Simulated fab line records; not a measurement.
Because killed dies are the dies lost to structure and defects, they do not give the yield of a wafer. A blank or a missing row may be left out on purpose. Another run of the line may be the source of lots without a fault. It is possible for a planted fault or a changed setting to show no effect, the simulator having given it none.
Split-lot experiment -- flow n5Finfet -- 7 lots, 21 wafers read, on a route of 1938 steps

== ON THE SPLIT ==
At N5_BEOL_M0_SAQP_PECVD_04 (deposits a-Si from SiH4/He, target thk 60 nm, time 60.2 s), the setting timeS was moved away from the recipe's 60.2 s on 8 of the 21 wafers read, by -7.0% to +10.4%. This setting was run at the recipe's value on the other wafers.

== FROM THE SPLIT TO THE READING: what the file shows between them, 4 steps ==
- N5_BEOL_M0_SAQP_THK_MEAS_05
- N5_BEOL_M0_SAQP_DEVELOP_13: develop time 30 s (also split here: developTimeS)
- N5_BEOL_M0_SAQP_HM_OPEN_112: chemistry CHF3/O2, target SiO2, stops on a-Si, target depth 12 nm, time 13.5 s
- N5_BEOL_M0_SAQP_STRIP_113: strips in CHF3/O2

== THE READING ==
oesProductAu, in a.u., at N5_BEOL_M0_SAQP_MANDREL_ETCH_20 (etches a-Si in HBr/Cl2, stops on SiNx, target depth 60 nm, bt time 10 s, time 30 s). Typical for fault-free wafers on this fab line: 0.771 a.u., with standard deviation 0.011 a.u.

wafer,"tool, chamber at the split","timeS as run, s",against the recipe,"oesProductAu, a.u.",against lot-mates on the recipe
L082.2,"pecvd-03, 0",56.09,-6.8%,0.743,-0.023
L082.3,"pecvd-03, 1",56.09,-6.8%,0.723,-0.043
L082.4,"pecvd-03, 0",60.2,recipe,0.766,-
L083.1,"pecvd-04, 1",56.78,-5.7%,0.735,-0.035
L083.2,"pecvd-04, 0",60.2,recipe,0.770,-
L083.5,"pecvd-04, 1",56.78,-5.7%,0.757,-0.013
L085.1,"pecvd-03, 2",60.2,recipe,0.782,-
L085.2,"pecvd-03, 1",60.2,recipe,0.783,-
L085.4,"pecvd-03, 0",60.2,recipe,0.766,-
L089.3,"pecvd-03, 1",60.2,recipe,0.758,-
L089.4,"pecvd-03, 1",66.45,+10.4%,0.835,+0.067
L089.5,"pecvd-03, 2",60.2,recipe,0.779,-
L092.3,"pecvd-03, 1,0",60.2,recipe,0.745,-
L092.4,"pecvd-03, 0",65.96,+9.6%,0.794,+0.034
L092.6,"pecvd-03, 1,0",60.2,recipe,0.774,-
L093.1,"pecvd-04, 2",60.2,recipe,0.754,-
L093.2,"pecvd-04, 0",60.2,recipe,0.751,-
L093.4,"pecvd-04, 1",60.2,recipe,0.764,-
L094.3,"pecvd-03, 0",60.2,recipe,0.760,-
L094.4,"pecvd-03, 1",55.98,-7.0%,0.729,-0.031
L094.5,"pecvd-03, 1",55.98,-7.0%,0.716,-0.044
When a row names more than one chamber, that row covers several wafers, and the file does not tell which wafer ran in which chamber.

FIT RESULTS
A straight line over all 21 wafers: oesProductAu changes by +0.00498 a.u. for each +1% of timeS; r = +0.88; the points scatter about the line by 0.013 a.u.
The same after taking each lot's own level away (the mean of its wafers on the recipe; 21 wafers): +0.005 a.u. for each +1%; r = +0.92; scatter 0.01 a.u.
That fit puts the effect of the largest move of timeS on the reading at 0.052 a.u.
The span of the lots' own levels, 0.7563 to 0.7770 a.u., comes to 1.9 times the standard deviation stated above.
So the lot-to-lot level changes the slope little: the two slopes agree.
Check: with one of the wafers moved furthest among these (+10.4%) left out of the fit, the line predicts +0.0449 a.u. for it against its lot-mates. It came out at +0.0665 a.u. against them.

== THESE WAFERS: OTHER SPLITS ==
Other splits were also applied to these wafers ahead of the reading. Each is held against what the fit with the lots' levels taken away leaves over:
other split on the same wafers,wafers away from the commonest value,r with oesProductAu (lot level and that fit taken away)
N5_GATE_CUT_EXPOSE_10 doseMj,5,+0.06
N5_GATE_CUT_ETCH_36 cf4FlowSccm,6,+0.07
N5_MOL_CONTACT_COAG_SPUTTER_130 powerW,5,-0.29
N5_MOL_CONTACT_COAG_ALD_123 aldCycles,5,+0.01
N5_MOL_CONTACT_COAG_ETCH_124 biasW,9,-0.20
N5_MOL_CONTACT_COAG_CVD_140 targetThkA,5,+0.07
N5_BEOL_M0_SAQP_DEVELOP_13 developTimeS,9,-0.36

== THE WHOLE CHAIN: every reading that the file lists as answering this split, in the file's order ==
step,what it does,reading,change (the file's fit),r (the file's)
N5_BEOL_M0_SAQP_PECVD_04,"deposits a-Si from SiH4/He, target thk 60 nm, time 60.2 s","a-Si_of_BEOL_M0_SAQP_PECVD_04.thkNm (the simulator's own value, which no gauge read)",+0.633 nm for each +1% of the setting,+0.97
N5_BEOL_M0_SAQP_THK_MEAS_05,,thkNm,withheld for each +1% of the setting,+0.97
N5_BEOL_M0_SAQP_MANDREL_ETCH_20,"etches a-Si in HBr/Cl2, stops on SiNx, target depth 60 nm, bt time 10 s, time 30 s",oesProductAu,+0.00502 a.u. for each +1% of the setting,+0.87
N5_BEOL_M0_SAQP_MANDREL_ETCH_20,"etches a-Si in HBr/Cl2, stops on SiNx, target depth 60 nm, bt time 10 s, time 30 s","etch.depthNm (the simulator's own value, which no gauge read)",+0.632 nm for each +1% of the setting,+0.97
N5_BEOL_M0_SAQP_SPACER1_ALD_98,"deposits SiO2, target thk 12.8 nm, pulse time 1 s, purge time 2 s","a-Si_of_BEOL_M0_SAQP_PECVD_04.thkNm (the simulator's own value, which no gauge read)",+0.638 nm for each +1% of the setting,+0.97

== THE FILE'S OWN FIT ==
oesProductAu changes by +0.00502 a.u. for each +1% of timeS, r = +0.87.
